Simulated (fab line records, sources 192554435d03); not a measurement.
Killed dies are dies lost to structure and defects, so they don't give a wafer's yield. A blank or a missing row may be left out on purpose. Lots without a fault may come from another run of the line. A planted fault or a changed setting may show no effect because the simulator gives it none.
Tool commonality check | flow n5_finfet | 10 lots, 30 wafers sampled

WHY IT WAS OPENED
At N5_BEOL_M4_RC_MEAS_101 the reading CJ_N is flagged on 3 of 10 lots. Wafers without a fault read 4.37, standard deviation 0.08.
Rule: a lot is flagged when every wafer of it that has a number lies more than 4 standard deviations from that mean, or none has a number. The other lots count as sound.

lot  | measured     | on        | CJ_N, wafer by wafer | flag
L570 | day 8 05:05  | prober-01 | 4.33 4.36 4.35       |
L571 | day 9 04:24  | prober-01 | 4.36 4.37 4.32       |
L573 | day 9 14:58  | prober-02 | 5.05 5.06 4.97       | FLAGGED
L575 | day 9 15:22  | prober-01 | 5.12 5.06 5.09       | FLAGGED
L574 | day 9 20:05  | prober-02 | 5.05 4.97 4.79       | FLAGGED
L585 | day 12 08:46 | prober-02 | 4.27 4.30 4.42       |
L589 | day 13 14:39 | prober-02 | 4.36 4.35 4.45       |
L590 | day 13 18:20 | prober-02 | 4.40 4.42 4.37       |
L588 | day 14 07:14 | prober-02 | 4.42 4.45 4.39       |
L591 | day 14 09:39 | prober-01 | 4.30 4.35 4.38       |
The numbers of the flagged lots are 5.02 on average: +0.65 against the usual, or +8 standard deviations.

WHICH TOOL RAN EACH LOT
The record holds 2 process steps before the reading, out of a route of 1938 steps. In each cell: the tool, then ch and the chambers that the sampled wafers went through, then the start.
lot  | flag    | N5_ZERO_LAYER_PECVD_02         | N5_WELL_APT_IMPLANT_32
L570 |         | pecvd-02 ch 0,1,2, day 1 18:22 | implanter-02 ch 0, day 1 22:17
L571 |         | pecvd-01 ch 0,2, day 2 00:28   | implanter-01 ch 0, day 2 03:31
L573 | FLAGGED | pecvd-02 ch 0,1, day 2 12:17   | implanter-01 ch 0, day 2 15:56
L575 | FLAGGED | pecvd-01 ch 0,1, day 3 00:17   | implanter-01 ch 0, day 3 03:46
L574 | FLAGGED | pecvd-01 ch 0,2, day 2 18:17   | implanter-01 ch 0, day 2 22:08
L585 |         | pecvd-04 ch 0,1,2, day 5 12:17 | implanter-01 ch 0, day 5 15:23
L589 |         | pecvd-02 ch 0,2, day 6 12:28   | implanter-01 ch 0, day 6 19:34
L590 |         | pecvd-04 ch 0,1,2, day 6 18:18 | implanter-01 ch 0, day 6 22:14
L588 |         | pecvd-04 ch 1,2, day 6 06:17   | implanter-02 ch 0, day 6 18:32
L591 |         | pecvd-01 ch 0,2, day 7 00:17   | implanter-02 ch 0, day 7 03:22
What these steps do:
- N5_ZERO_LAYER_PECVD_02: deposits SiO2 from SiH4/N2O, target thk 10 nm, time 6 s.
- N5_WELL_APT_IMPLANT_32
- N5_BEOL_M4_RC_MEAS_101

FLAGGED OVER TOTAL, TOOL BY TOOL (the gauges that took the reading come last)
step                   | tool         | lots run | flagged | share of the flagged lots | sound lots run after its first flagged lot
N5_ZERO_LAYER_PECVD_02 | pecvd-01     | 4        | 2       | some                      | 1 (L591)
N5_ZERO_LAYER_PECVD_02 | pecvd-02     | 3        | 1       | some                      | 1 (L589)
N5_ZERO_LAYER_PECVD_02 | pecvd-04     | 3        | 0       | none                      | -
N5_WELL_APT_IMPLANT_32 | implanter-01 | 7        | 3       | all                       | 3 (L585,L589,L590)
N5_WELL_APT_IMPLANT_32 | implanter-02 | 3        | 0       | none                      | -
N5_BEOL_M4_RC_MEAS_101 | prober-01    | 4        | 1       | some                      | 1 (L591)
N5_BEOL_M4_RC_MEAS_101 | prober-02    | 6        | 2       | some                      | 4 (L585,L589,L590,L588)

WHAT THE TABLE ALLOWS
1 row of the table ran every flagged lot: implanter-01 at N5_WELL_APT_IMPLANT_32.
- implanter-01 at N5_WELL_APT_IMPLANT_32: 3 of its 7 lots flagged. Sound lots ran on it after the first flagged one (L585, L589, L590), which a lasting fault on the whole tool wouldn't allow. Its own readings lie more than 4 standard deviations out on every wafer of the flagged lots: beam_energy_keV.
No row of the table ran every flagged lot and no sound lot after the first.

WHAT THE SIMULATOR HAD PUT IN
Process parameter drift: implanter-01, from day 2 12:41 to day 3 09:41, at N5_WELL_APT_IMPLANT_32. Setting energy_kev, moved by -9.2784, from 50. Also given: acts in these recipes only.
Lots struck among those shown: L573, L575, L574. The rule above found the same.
